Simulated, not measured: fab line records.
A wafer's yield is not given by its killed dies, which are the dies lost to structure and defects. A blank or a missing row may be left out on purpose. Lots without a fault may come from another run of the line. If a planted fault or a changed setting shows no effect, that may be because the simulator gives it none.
fab line records -- flow n5Finfet
record: lots: 6, wafers: 18, lastDay: 16
route steps=1938 shown BEOL_M3@968 BEOL_M4@1111
lots that met no fault: from a run of the same line without faults
startH: the number of hours between the record's first day and the start of the first shown wafer of the lot -- waitH: hours elapsed since this lot's preceding step -- " unchanged from the row above -- L1.1+2: a row that stands for several wafers -- - no value, or no start was given -- * or withheld: withheld -- < > ~ a bound
route shown NAME@n: NAME is a module with steps in the file, n the number in the route of the first one -- usual: mean/standard deviation taken from wafers without a fault -- same: alike in all rows -- chamber/n: place in a boat -- sites: each site's reading -- _std_site: the standard deviation of these -- _edge_site: mean of outer sites minus mean of inner sites -- radiusMm: for every site, how far away it sits from the centre of the wafer -- mask NAME#n: copy n -- behind: the most recent tool/chamber to have shaped the wafer -- hold: reason for holding the lot/hours on hold/outcome of the hold -- device: transistor that didn't switch, given as n, p or np -- end of line: tests run on the same wafers once the route is complete -- a step given without rows: its recipe and nothing more -- killed: count of dies lost to structure and defects at first sort (not the wafer's yield) -- map: per-die view of a wafer (x killed, . not killed, _ where there is no die)
set.NAME: the setting that was run; set.NAME@STEP: the one run at that earlier step -- model.NAME: the simulator's own value behind a step, which no gauge read
lots at some steps of the route; a table a step, a row a wafer
services: the hour from which a tool's chamber was out of use, counted from the record's first day as startH (under 0 if before that day), plus the number of hours and why
== steps ==
step: N5_BEOL_M3_INSPECT_30
recipe: mode: adi, inspectInstrument: brightfield
usual: rawDefectCount: 424/79
lot.wafer,tool,chamber,startH,waitH,rawDefectCount
L106.1,defectInspect-02,-,160.54,0.1,387
L106.2,defectInspect-02,-,160.54,0.1,432
L106.3,defectInspect-02,-,160.54,0.1,371
L110.2,defectInspect-01,-,186.49,0.0,420
L110.5,defectInspect-01,-,186.49,0.0,365
L110.6,defectInspect-01,-,186.49,0.0,488
L115.3,defectInspect-02,-,211.41,0.0,442
L115.5,defectInspect-02,-,211.41,0.0,383
L115.6,defectInspect-02,-,211.41,0.0,450
L116.2,defectInspect-02,-,221.73,0.0,470
L116.5,defectInspect-02,-,221.73,0.0,470
L116.6,defectInspect-02,-,221.73,0.0,330
L118.4,defectInspect-01,-,223.25,0.0,419
L118.5,defectInspect-01,-,223.25,0.0,362
L118.6,defectInspect-01,-,223.25,0.0,320
L121.1,defectInspect-02,-,250.10,0.1,383
L121.2,defectInspect-02,-,250.10,0.1,344
L121.5,defectInspect-02,-,250.10,0.1,352
step: N5_BEOL_M3_DESCUM_33
recipe: chemistry: O2, timeS: 7, sourcePowerW: 50, biasPowerW: 20, pressureMtorr: 20, rfFrequencyHz: 2.712e+07, tempC: 40, resist: CAR-EUV, o2FlowSccm: 225
usual: drypumpMotorCurrentA: 5.6/0.5, oesProductAu: 0.78/0.08, rfFwdPowerW: 49.39/0.21, rfVppV: 243.3/1.4, showerheadPlenumPTorr: 2.10/0.067, throttleValvePct: 20.43/0.25
lot.wafer,tool,chamber,startH,waitH,drypumpMotorCurrentA,oesProductAu,rfFwdPowerW,rfHoursCounterH,rfVppV,showerheadPlenumPTorr,throttleValvePct
L106.1,rieDiel-06,2,160.57,0.0,5.7,0.75,49.41,131,241.5,2.01,20.78
L106.2,rieDiel-06,1,160.57,0.0,5.4,0.88,49.14,55,243.8,2.13,20.48
L106.3,rieDiel-06,0,160.57,0.0,5.5,0.77,49.86,144,241.1,2.01,20.65
L110.2,rieDiel-06,0,186.71,0.2,5.5,0.76,49.51,152,242.0,2.01,20.67
L110.5,rieDiel-06,0,186.71,0.2,5.5,0.76,49.58,-,242.2,2.01,20.66
L110.6,rieDiel-06,3,186.71,0.2,6.7,0.89,49.22,-,245.6,2.13,20.15
L115.3,rieDiel-05,3,211.44,0.0,5.4,0.74,49.41,181,244.7,2.18,20.42
L115.5,rieDiel-05,2,211.44,0.0,6.0,0.68,49.05,-,241.4,2.05,20.75
L115.6,rieDiel-05,3,211.44,0.0,5.4,0.73,49.36,-,243.7,2.18,20.44
L116.2,rieDiel-05,3,222.33,0.6,5.4,0.73,49.30,185,244.2,2.18,20.44
L116.5,rieDiel-05,1,222.33,0.6,5.6,0.94,49.29,-,246.0,2.23,20.45
L116.6,rieDiel-05,3,222.33,0.6,5.4,0.73,49.53,-,244.2,2.18,20.43
L118.4,rieDiel-05,0,223.34,0.1,5.3,0.76,49.14,-,243.7,2.07,20.14
L118.5,rieDiel-05,3,223.34,0.1,5.4,0.74,49.29,-,245.0,2.18,20.42
L118.6,rieDiel-05,1,223.34,0.1,5.6,0.94,49.34,-,245.7,2.23,20.42
L121.1,rieDiel-06,2,250.14,0.0,5.7,0.72,49.64,162,242.8,2.00,20.83
L121.2,rieDiel-06,1,250.14,0.0,5.3,0.84,49.38,82,244.0,2.12,20.51
L121.5,rieDiel-06,1,250.14,0.0,5.3,0.84,49.24,-,243.6,2.12,20.52
step: N5_BEOL_M3_ETCH_77
recipe: chemistry: N2/H2, target: underlayer, targetDepthA: 65, maskMaterial: CAR-EUV, timeS: 5.2, ionEnergyEv: 200, pressureMtorr: 30, sourceW: 840, biasW: 150, n2FlowSccm: 200, h2FlowSccm: 200, ends: cleared
step: N5_BEOL_M3_ETCH_69
recipe: chemistry: CF4, target: SiARC, targetDepthA: 156, maskMaterial: CAR-EUV, timeS: 26, ionEnergyEv: 80, pressureMtorr: 40, sourceW: 545, biasW: 36, Ar_flow_sccm: 100, cf4FlowSccm: 100, ends: cleared
usual: drypumpMotorCurrentA: 5.6/0.5, etchRfOnTimeS: 26.2/0.39, oesProductAu: 0.67/0.069, rfFwdPowerW: 532.1/1.9, rfVppV: 184.1/1.1, showerheadPlenumPTorr: 2.15/0.065, throttleValvePct: 15.65/0.23
lot.wafer,tool,chamber,startH,waitH,drypumpMotorCurrentA,etchRfOnTimeS,oesProductAu,rfFwdPowerW,rfHoursCounterH,rfVppV,showerheadPlenumPTorr,throttleValvePct
L106.1,rieDiel-06,2,160.63,0.0,5.7,26.3,0.64,533.5,131,183.7,2.07,15.95
L106.2,rieDiel-06,1,160.63,0.0,5.3,25.8,0.75,533.1,55,184.9,2.18,15.62
L106.3,rieDiel-06,0,160.63,0.0,5.5,25.7,0.66,535.8,144,181.8,2.06,15.81
L110.2,rieDiel-06,0,186.76,0.0,5.5,25.9,0.64,535.9,152,182.2,2.06,15.81
L110.5,rieDiel-06,0,186.76,0.0,5.5,25.8,0.65,535.5,-,184.9,2.06,15.82
L110.6,rieDiel-06,3,186.76,0.0,6.8,25.6,0.76,532.2,-,183.5,2.18,15.37
L115.3,rieDiel-05,3,211.49,0.0,5.4,26.2,0.63,530.8,181,184.7,2.22,15.68
L115.5,rieDiel-05,2,211.49,0.0,6.0,26.5,0.57,532.2,-,182.8,2.11,15.97
L115.6,rieDiel-05,3,211.49,0.0,5.4,26.6,0.62,531.3,-,184.2,2.22,15.64
L116.2,rieDiel-05,3,222.38,0.0,5.4,26.3,0.63,531.1,185,184.9,2.22,15.65
L116.5,rieDiel-05,1,222.38,0.0,5.6,25.3,0.81,530.1,-,185.9,2.28,15.56
L116.6,rieDiel-05,3,222.38,0.0,5.3,26.1,0.63,531.3,-,184.3,2.22,15.66
L118.4,rieDiel-05,0,223.41,0.0,5.3,25.9,0.64,534.1,-,183.2,2.14,15.47
L118.5,rieDiel-05,3,223.41,0.0,5.4,26.1,0.62,530.4,-,184.8,2.22,15.66
L118.6,rieDiel-05,1,223.41,0.0,5.6,25.4,0.81,528.3,-,185.3,2.28,15.57
L121.1,rieDiel-06,2,250.19,0.0,5.7,27.1,0.61,534.7,162,182.4,2.06,16.02
L121.2,rieDiel-06,1,250.19,0.0,5.4,26.5,0.71,529.7,82,184.8,2.17,15.69
L121.5,rieDiel-06,1,250.19,0.0,5.3,26.4,0.71,532.6,-,183.9,2.17,15.69
step: N5_BEOL_M3_ALD_98
recipe: material: SiO2, targetThkA: 25, tempC: 100, aldPrecursorFamily: BDEAS, aldCoReactant: O2-plasma, pulseTimeS: 1, coReactantPulseTimeS: 1, purgeTimeS: 2, coReactantPurgeTimeS: 2, aldCycles: 17, pressureTorr: 2
usual: heaterPowerW: 78/7.6, precursorPulseHeightRel: 1.000/0.018
lot.wafer,tool,chamber,startH,waitH,heaterPowerW,precursorPulseHeightRel,sinceWetCleanH
L106.1,aldSin-03,1,160.71,0.1,70,1.038,350
L106.2,aldSin-03,3,160.71,0.1,77,1.010,350
L106.3,aldSin-03,2,160.71,0.1,73,1.003,350
L110.2,aldSin-04,2,187.49,0.7,80,0.995,180
L110.5,aldSin-04,1,187.49,0.7,75,1.011,-
L110.6,aldSin-04,2,187.49,0.7,79,1.024,-
L115.3,aldSin-03,0,211.58,0.1,79,1.001,19
L115.5,aldSin-03,3,211.58,0.1,78,1.016,-
L115.6,aldSin-03,0,211.58,0.1,80,0.990,-
L116.2,aldSin-01,1,222.49,0.1,72,1.023,318
L116.5,aldSin-01,3,222.49,0.1,79,0.995,-
L116.6,aldSin-01,2,222.49,0.1,90,1.011,-
L118.4,aldSin-04,2,223.46,0.0,79,0.992,216
L118.5,aldSin-04,2,223.46,0.0,78,0.988,-
L118.6,aldSin-04,1,223.46,0.0,76,1.020,-
L121.1,aldSin-01,3,250.47,0.3,81,0.995,346
L121.2,aldSin-01,1,250.47,0.3,72,1.014,346
L121.5,aldSin-01,2,250.47,0.3,87,1.012,-
step: N5_BEOL_M3_ETCHBACK_99
recipe: chemistry: CHF3, target: SiO2, targetDepthA: 50, timeS: 10.4, sourceW: 215, biasW: 47, Ar_flow_sccm: 200, CHF3_flow_sccm: 12, ionEnergyEv: 100, pressureMtorr: 30
step: N5_BEOL_M3_ETCH_70
recipe: chemistry: N2/H2, target: SOC, targetDepthA: 800, overetchA: 160, maskMaterial: SiARC, tempC: 40, timeS: 120, ionEnergyEv: 200, pressureMtorr: 30, sourceW: 840, biasW: 150, n2FlowSccm: 200, h2FlowSccm: 200
usual: drypumpMotorCurrentA: 5.5/0.5, oesProductAu: 0.60/0.061, rfFwdPowerW: 835.6/3, rfVppV: 524.3/2.2, showerheadPlenumPTorr: 2.56/0.082, throttleValvePct: 17.80/0.27
lot.wafer,tool,chamber,startH,waitH,drypumpMotorCurrentA,oesProductAu,rfFwdPowerW,rfHoursCounterH,rfVppV,showerheadPlenumPTorr,throttleValvePct
L106.1,rieDiel-03,3,164.65,0.0,5.1,0.65,832.3,87,524.7,2.57,17.60
L106.2,rieDiel-03,1,164.65,0.0,5.2,0.55,835.8,197,526.4,2.63,17.83
L106.3,rieDiel-03,0,164.65,0.0,5.3,0.55,833.9,186,524.7,2.64,17.88
L110.2,rieDiel-06,0,190.71,0.0,5.5,0.58,836.5,153,521.2,2.43,17.98
L110.5,rieDiel-06,2,190.71,0.0,5.7,0.57,834.2,-,521.7,2.45,18.26
L110.6,rieDiel-06,3,190.71,0.0,6.7,0.66,842.1,-,525.2,2.59,17.50
L115.3,rieDiel-03,1,214.84,0.0,5.2,0.54,831.1,212,527.1,2.62,17.88
L115.5,rieDiel-03,1,214.84,0.0,5.2,0.54,831.7,-,526.2,2.62,17.86
L115.6,rieDiel-03,0,214.84,0.0,5.3,0.54,838.2,-,527.2,2.64,17.90
L116.2,rieDiel-05,0,228.15,0.0,5.3,0.57,836.9,173,522.4,2.53,17.52
L116.5,rieDiel-05,3,228.15,0.0,5.4,0.56,835.3,-,526.4,2.64,17.73
L116.6,rieDiel-05,1,228.15,0.0,5.6,0.70,839.6,-,527.8,2.71,17.79
L118.4,rieDiel-03,2,229.65,0.0,4.8,0.70,832.0,-,523.4,2.49,17.21
L118.5,rieDiel-03,1,229.65,0.0,5.2,0.54,836.6,-,525.4,2.62,17.89
L118.6,rieDiel-03,0,229.65,0.0,5.3,0.53,839.0,-,526.6,2.63,17.92
L121.1,rieDiel-06,1,255.41,0.0,5.3,0.65,831.9,84,524.6,2.58,17.94
L121.2,rieDiel-06,0,255.41,0.0,5.5,0.57,835.8,174,521.1,2.42,18.00
L121.5,rieDiel-06,2,255.41,0.0,5.7,0.56,837.1,-,521.0,2.44,18.31
step: N5_BEOL_M3_STRIP_71
recipe: chemistry: N2/H2, tempC: 40, n2FlowSccm: 200, h2FlowSccm: 200, rfFrequencyHz: 6e+07
step: N5_BEOL_M3_STRIP_78
recipe: chemistry: N2/H2, tempC: 40, n2FlowSccm: 200, h2FlowSccm: 200, rfFrequencyHz: 6e+07
step: N5_BEOL_M3_VIA_ETCH_34
recipe: chemistry: C4F6/O2, targetDepthA: 694, maskMaterial: SOC, pressureMtorr: 15, ionEnergyEv: 250, taperDeg: 4, timeS: 65.9, sourceW: 350, biasW: 170, Ar_flow_sccm: 300, C4F6_flow_sccm: 10, O2_flow_sccm: 10
usual: drypumpMotorCurrentA: 5.5/0.5, oesProductAu: 0.78/0.086, rfFwdPowerW: 347.1/1.3, rfVppV: 665/7.5, showerheadPlenumPTorr: 2.86/0.086, throttleValvePct: 30.80/0.23
lot.wafer,tool,chamber,startH,waitH,drypumpMotorCurrentA,oesProductAu,rfFwdPowerW,rfHoursCounterH,rfVppV,showerheadPlenumPTorr,throttleValvePct
L106.1,rieDiel-03,3,164.75,0.0,5.1,0.84,345.3,87,655,2.88,30.67
L106.2,rieDiel-03,1,164.75,0.0,5.2,0.70,345.1,197,661,2.94,30.78
L106.3,rieDiel-03,0,164.75,0.0,5.3,0.70,347.9,186,679,2.93,30.68
L110.2,rieDiel-06,0,190.81,0.0,5.5,0.76,348.1,153,655,2.74,31.08
L110.5,rieDiel-06,2,190.81,0.0,5.7,0.74,347.1,-,669,2.74,31.21
L110.6,rieDiel-06,3,190.81,0.0,6.8,0.88,346.6,-,674,2.91,30.61
L115.3,rieDiel-03,1,214.94,0.0,5.2,0.70,347.2,212,661,2.94,30.75
L115.5,rieDiel-03,1,214.94,0.0,5.2,0.70,345.8,-,661,2.94,30.76
L115.6,rieDiel-03,0,214.94,0.0,5.4,0.69,347.3,-,677,2.93,30.70
L116.2,rieDiel-05,0,228.25,0.0,5.3,0.75,347.3,173,657,2.85,30.60
L116.5,rieDiel-05,3,228.25,0.0,5.4,0.73,346.8,-,665,2.95,30.65
L116.6,rieDiel-05,1,228.25,0.0,5.6,0.94,348.2,-,678,3.02,30.88
L118.4,rieDiel-03,2,229.73,0.0,4.8,0.92,345.1,-,663,2.80,30.32
L118.5,rieDiel-03,1,229.73,0.0,5.2,0.69,344.1,-,663,2.93,30.78
L118.6,rieDiel-03,0,229.73,0.0,5.3,0.69,346.4,-,676,2.92,30.70
L121.1,rieDiel-06,1,255.51,0.0,5.3,0.84,345.3,84,674,2.88,30.97
L121.2,rieDiel-06,0,255.51,0.0,5.5,0.75,348.9,174,653,2.73,31.12
L121.5,rieDiel-06,2,255.51,0.0,5.7,0.72,348.5,-,666,2.73,31.23
step: N5_BEOL_M3_STRIP_83
recipe: chemistry: C4F6/O2, resist: SiARC, rfFrequencyHz: 6e+07
step: N5_BEOL_M3_STRIP_36
recipe: chemistry: N2/H2, powerW: 450, tempC: 40, pressureMtorr: 20, rfFrequencyHz: 6e+07, overashFraction: 0.3, biasPowerW: 7, h2Frac: 0.5, n2FlowSccm: 200, h2FlowSccm: 200
step: N5_BEOL_M3_TRENCH_ETCH_37
recipe: chemistry: C4F6/O2, targetDepthA: 555.55, target: SiOC, timeS: 29.2, ionEnergyEv: 250, pressureMtorr: 30, sourceW: 355, biasW: 185, Ar_flow_sccm: 300, C4F6_flow_sccm: 10, O2_flow_sccm: 10
usual: drypumpMotorCurrentA: 5.5/0.5, oesProductAu: 0.78/0.085, rfFwdPowerW: 350.0/1.8, rfVppV: 665/7.4, showerheadPlenumPTorr: 2.87/0.086, throttleValvePct: 20.89/0.21
lot.wafer,tool,chamber,startH,waitH,drypumpMotorCurrentA,oesProductAu,rfFwdPowerW,rfHoursCounterH,rfVppV,showerheadPlenumPTorr,throttleValvePct,model.etch.depthNm,model.BEOL_M3.featureDepthNm,model.TiN_of_BEOL_M3_HM_DEP_02.thkNm
L106.1,rieDiel-03,3,164.85,-,5.1,0.84,348.4,87,656,2.88,20.74,55.53,55.6,17.8
L106.2,rieDiel-03,1,164.85,-,5.2,0.71,349.2,197,661,2.95,20.90,54.15,54.2,17.6
L106.3,rieDiel-03,0,164.85,-,5.3,0.71,351.8,186,678,2.94,20.81,54.72,54.8,17.8
L110.2,rieDiel-06,0,190.91,-,5.5,0.75,351.7,153,655,2.74,21.11,55.47,55.4,18
L110.5,rieDiel-06,2,190.91,-,5.7,0.74,350.0,-,669,2.74,21.23,54.67,54.6,18
L110.6,rieDiel-06,3,190.91,-,6.7,0.88,350.8,-,670,2.91,20.70,56.41,56.4,17.8
L115.3,rieDiel-03,1,215.04,-,5.2,0.82,348.0,212,662,2.94,20.93,69.82,69.8,17.2
L115.5,rieDiel-03,1,215.04,-,5.2,0.84,349.2,-,662,2.94,20.95,70.71,70.8,17.4
L115.6,rieDiel-03,0,215.04,-,5.3,0.70,352.3,-,678,2.93,20.83,54.44,54.4,17.8
L116.2,rieDiel-05,0,228.35,-,5.3,0.75,348.7,173,655,2.85,20.72,55.31,55.4,17.8
L116.5,rieDiel-05,3,228.35,-,5.4,0.73,350.8,-,665,2.95,20.86,55.36,55.4,17.6
L116.6,rieDiel-05,1,228.35,-,5.6,0.94,348.9,-,678,3.03,20.91,57.16,57.2,17.4
L118.4,rieDiel-03,2,229.82,-,4.8,0.92,346.3,-,665,2.81,20.39,55.16,55.2,17.6
L118.5,rieDiel-03,1,229.82,-,5.2,0.82,350.2,-,661,2.94,20.97,70.02,70,17
L118.6,rieDiel-03,0,229.82,-,5.3,0.69,348.7,-,679,2.93,20.83,54.76,54.8,17.6
L121.1,rieDiel-06,1,255.61,-,5.3,0.84,347.6,84,672,2.88,20.97,55.97,56,17.6
L121.2,rieDiel-06,0,255.61,-,5.5,0.74,355.1,174,654,2.73,21.15,55.55,55.6,17.4
L121.5,rieDiel-06,2,255.61,-,5.7,0.73,350.9,-,667,2.73,21.26,54.48,54.4,17.6
step: N5_BEOL_M3_ETCH_41
recipe: chemistry: CH3F/O2, target: SiCN, targetDepthA: 299, taperDeg: 2, timeS: 52.5, ionEnergyEv: 120, maskMaterial: TiN, pressureMtorr: 30, sourceW: 395, biasW: 75, Ar_flow_sccm: 150, CH3F_flow_sccm: 30, O2_flow_sccm: 20
step: N5_BEOL_M3_STRIP_97
recipe: chemistry: N2/H2, timeS: 10, powerW: 450, tempC: 40, pressureMtorr: 20, rfFrequencyHz: 6e+07, biasPowerW: 7, n2FlowSccm: 200, h2FlowSccm: 200
step: N5_BEOL_M3_OCD_MEAS_38
usual: trenchDepthNm: 55.3/0.94
lot.wafer,tool,chamber,startH,waitH,trenchDepthNm
L106.1,ocd-01,-,165.00,-,55.4
L106.2,ocd-01,-,165.00,-,54.0
L106.3,ocd-01,-,165.00,-,54.7
L110.2,ocd-01,-,191.07,-,55.9
L110.5,ocd-01,-,191.07,-,55.1
L110.6,ocd-01,-,191.07,-,56.5
L115.3,ocd-01,-,215.20,-,69.8
L115.5,ocd-01,-,215.20,-,71.2
L115.6,ocd-01,-,215.20,-,54.3
L116.2,ocd-01,-,228.50,-,55.1
L116.5,ocd-01,-,228.50,-,55.3
L116.6,ocd-01,-,228.50,-,57.3
L118.4,ocd-02,-,229.98,-,55.5
L118.5,ocd-02,-,229.98,-,70.1
L118.6,ocd-02,-,229.98,-,54.5
L121.1,ocd-01,-,255.77,-,56.0
L121.2,ocd-01,-,255.77,-,55.9
L121.5,ocd-01,-,255.77,-,54.7
step: N5_BEOL_M3_HM_STRIP_39
recipe: chemistry: peroxideTinStrip, material: TiN, targetDepthA: 250, tempC: 50, timeS: 158
step: N5_BEOL_M4_RC_MEAS_101
usual: DIBL_N: 36.4/1.5, DIBL_P: 36.4/1.6, IOFF_N: 0.164/0.025, IOFF_P: 0.214/0.028, ION_N: 675/9.9, ION_P: 463/6.5, SS_N: 71.5/0.5, SS_P: 73.3/0.56, VT_N: 249.2/2.7, VT_P: -250.1/2.8
lot.wafer,tool,chamber,startH,waitH,DIBL_N[mV/V],DIBL_P[mV/V],IOFF_N[nA/um],IOFF_P[nA/um],ION_N[uA/um],ION_P[uA/um],SS_N[mV/dec],SS_P[mV/dec],VT_N[mV],VT_P[mV]
L106.1,prober-02,0,179.97,0.0,35.0,35.7,0.154,0.199,675,463,71.0,73.1,251.4,-251.7
L106.2,prober-02,0,179.97,0.0,35.9,37.1,0.160,0.214,688,469,72.0,73.8,248.7,-252.6
L106.3,prober-02,0,179.97,0.0,37.1,38.7,0.195,0.251,693,474,72.9,73.8,248.7,-251.0
L110.2,prober-01,0,205.09,0.2,36.7,37.9,0.170,0.231,676,466,72.4,73.5,250.0,-249.0
L110.5,prober-01,0,205.09,0.2,37.9,40.2,0.198,0.263,683,468,71.8,74.4,247.6,-246.9
L110.6,prober-01,0,205.09,0.2,37.3,39.3,0.174,0.245,674,458,72.2,74.0,248.1,-249.2
L115.3,prober-01,0,234.86,0.3,34.8,34.8,0.153,0.226,673,463,71.3,72.4,249.2,-247.0
L115.5,prober-01,0,234.86,0.3,37.3,37.1,0.208,0.282,698,485,72.0,73.0,243.0,-245.0
L115.6,prober-01,0,234.86,0.3,35.2,35.3,0.155,0.229,670,466,71.4,72.8,251.8,-248.4
L116.2,prober-01,0,241.35,0.2,36.5,38.1,0.174,0.213,668,457,72.0,73.8,248.1,-252.8
L116.5,prober-01,0,241.35,0.2,35.0,35.5,0.137,0.177,668,457,71.3,72.7,248.8,-254.0
L116.6,prober-01,0,241.35,0.2,34.6,35.4,0.134,0.181,664,459,71.7,73.1,254.2,-251.2
L118.4,prober-01,0,243.79,0.5,36.9,38.0,0.184,0.230,669,464,72.2,73.2,248.4,-245.9
L118.5,prober-01,0,243.79,0.5,37.1,39.4,0.187,0.242,674,466,72.0,73.8,249.5,-247.6
L118.6,prober-01,0,243.79,0.5,37.3,39.1,0.190,0.245,682,467,71.6,73.5,248.4,-248.2
L121.1,prober-01,0,272.10,0.0,37.8,38.1,0.212,0.231,678,459,72.9,74.0,246.6,-248.4
L121.2,prober-01,0,272.10,0.0,36.8,37.4,0.203,0.221,691,466,71.4,73.9,245.9,-249.4
L121.5,prober-01,0,272.10,0.0,37.0,37.6,0.202,0.234,701,473,71.6,73.8,242.3,-246.5
== services ==
tool,chamber,startH,hours,kind
rieDiel-06,3,158.92,1.5,repair
rieDiel-03,2,161.17,-,clean
rieDiel-03,2,161.17,-,consumableReplace:focusRing
rieDiel-03,2,161.17,17.2,scheduledDown
rieDiel-03,2,161.17,17.2,ventCycle
aldSin-03,3,172.68,20.5,repair
aldSin-03,-,178.11,14.0,pm
aldSin-03,0,178.11,14.0,ventCycle
aldSin-03,1,178.11,14.0,ventCycle
aldSin-03,2,178.11,14.0,ventCycle
rieDiel-05,1,189.36,-,clean
rieDiel-05,1,189.36,-,consumableReplace:focusRing
rieDiel-05,1,189.36,-,consumableReplace:showerhead
rieDiel-05,1,189.36,17.0,scheduledDown
rieDiel-05,1,189.36,17.0,ventCycle
rieDiel-03,2,208.36,12.5,repair
rieDiel-03,3,217.87,22.0,repair
rieDiel-05,2,219.60,-,clean
rieDiel-05,2,219.60,-,consumableReplace:focusRing
rieDiel-05,2,219.60,16.4,scheduledDown
rieDiel-05,2,219.60,16.4,ventCycle
aldSin-04,-,223.62,0.7,repair
rieDiel-05,3,240.96,8.6,repair
aldSin-03,-,254.01,0.5,repair
== key ==
firstSign: step: N5_BEOL_M3_OCD_MEAS_38, reading: trenchDepthNm, direction: up, sigmas: 16, usual: 55.3, struck: 70.4
effect none on later readings
modelEffect: step: N5_BEOL_M3_TRENCH_ETCH_37, value: etch.depthNm, without: 53.43, struck: 70.18
metAt N5_BEOL_M3_TRENCH_ETCH_37
struckWafers L115.3,L115.5,L118.5
onsetBetween 164.85 215.04
fault: kind: processParameterDrift, tool: rieDiel-03, chamber: 1, onsetH: 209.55, steps: N5_BEOL_M3_TRENCH_ETCH_37, channel: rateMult, offset: 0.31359, shape: step, endH: 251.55
